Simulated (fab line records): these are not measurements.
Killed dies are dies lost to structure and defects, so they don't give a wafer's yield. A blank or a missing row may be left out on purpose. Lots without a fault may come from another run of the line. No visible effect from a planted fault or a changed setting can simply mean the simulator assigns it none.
Comparing a struck lot with a sound one -- flow n5-finfet -- 14 steps out of a route of 1938
Sound: these wafers, L282.3, L282.5, L282.6. Wafers L268.1, L268.2, L268.6 were the ones struck. The cause is named last.
Order at every step that has rows: each side's tool, ch and its chambers, its first start. Under that, the readings that differ: sound wafers -- struck wafers -- difference of the means -- sigmas: that difference in standard deviations of wafers without a fault.
alike: same words and numbers on both sides, and readings whose means sit less than 2 such deviations apart. not compared: any withheld reading, any reading some wafer has no value for, any bound like >300 that may hide the same value, and any number with overlapping values for which the record gives no deviation.
Wherever a step has rows on one side only, a row that says differs or no value, or a row with sigmas, the two part there. Numbers that have no deviation but don't overlap get no sigmas and don't part them. A reading that every wafer of one side lacks parts them only if that side has two wafers or more.

N5_BEOL_M10_ETCH_61: etches SiARC in CF4, target depth 39 nm, time 65 s.
  sound on rie-diel-03 ch 0,2,3, day 14 05:03; struck on rie-diel-04 ch 0,2, day 11 15:39
  alike: drypump-motor-current-A, etch-rf-on-time-s, oes-product-au, rf-vpp-V, showerhead-plenum-p-Torr, throttle-valve-pct
  not compared: rf-hours-counter-h
N5_BEOL_M10_ETCH_62: etches SOC in N2/H2, target depth 110 nm, overetch 22 nm, time 165 s.
  sound on rie-diel-03 ch 0,2,3, day 14 05:06; struck on rie-diel-04 ch 0,2, day 11 15:42
  alike: drypump-motor-current-A, oes-product-au, rf-vpp-V, showerhead-plenum-p-Torr, throttle-valve-pct
  not compared: rf-hours-counter-h
then, 1 step without rows for these wafers: N5_BEOL_M10_STRIP_68 (strips in N2/H2).
N5_BEOL_M10_STRIP_67: strips in CF4.
  sound on rie-diel-03 ch 0,2,3, day 14 05:15; struck on rie-diel-04 ch 0,2, day 11 15:50
  alike: drypump-motor-current-A, oes-product-au, rf-vpp-V, showerhead-plenum-p-Torr, throttle-valve-pct
  not compared: rf-hours-counter-h
N5_BEOL_M10_HM_OPEN_17: chemistry Cl2/BCl3, target TiN, target depth 20 nm, overetch 6 nm.
  sound on rie-metal-02 ch 0,1, day 14 05:19; struck on rie-metal-03 ch 0,1, day 11 15:53
  alike: drypump-motor-current-A, mfc-cl2-sccm, oes-product-au, throttle-valve-pct
  not compared: rf-hours-counter-h
N5_BEOL_M10_STRIP_19: strips in O2.
  sound on rie-diel-04 ch 0,2,3, day 14 05:24; struck on rie-diel-01 ch 0,3, day 11 16:05
  alike: drypump-motor-current-A, oes-product-au, rf-vpp-V, showerhead-plenum-p-Torr, throttle-valve-pct
  not compared: rf-hours-counter-h
N5_BEOL_M10_CD_MEAS_18: pitch 140 nm, target cd 70 nm.
  struck on cd-sem-03, day 11 16:09; sound on cd-sem-01, day 14 05:28
reading,sound,struck,difference,sigmas
cd-nm (nm),69.3 68.5 69.4,70.4 70.3 70.5,+1.3,+2
then, 5 steps without rows for these wafers: N5_BEOL_M10_COAT_63 (time 60 s, resist thk 100 nm); N5_BEOL_M10_COAT_64 (time 60 s, resist thk 30 nm); N5_BEOL_M10_COAT_22 (resist thk 90 nm); N5_BEOL_M10_EBR_24; N5_BEOL_M10_SOFTBAKE_23 (time 60 s).
N5_BEOL_M10_EXPOSE_25: exposes mask V9.
  sound on arfi-scanner-03 ch 0, day 14 05:51; struck on arfi-scanner-03, day 11 16:53
  no value came back on the struck wafers for exposure-dose-mJ-cm2, focus-offset-nm (nm), na; on the sound wafers exposure-dose-mJ-cm2 reads 85.58 85.43 85.54
  alike: mask
then, 1 step without rows for these wafers: N5_BEOL_M10_PEB_26 (peb time 60 s).

WHERE THEY PART
Last at N5_BEOL_M10_EXPOSE_25 as far as this record goes, first at N5_BEOL_M10_CD_MEAS_18.

WHY: the cause the simulator had injected
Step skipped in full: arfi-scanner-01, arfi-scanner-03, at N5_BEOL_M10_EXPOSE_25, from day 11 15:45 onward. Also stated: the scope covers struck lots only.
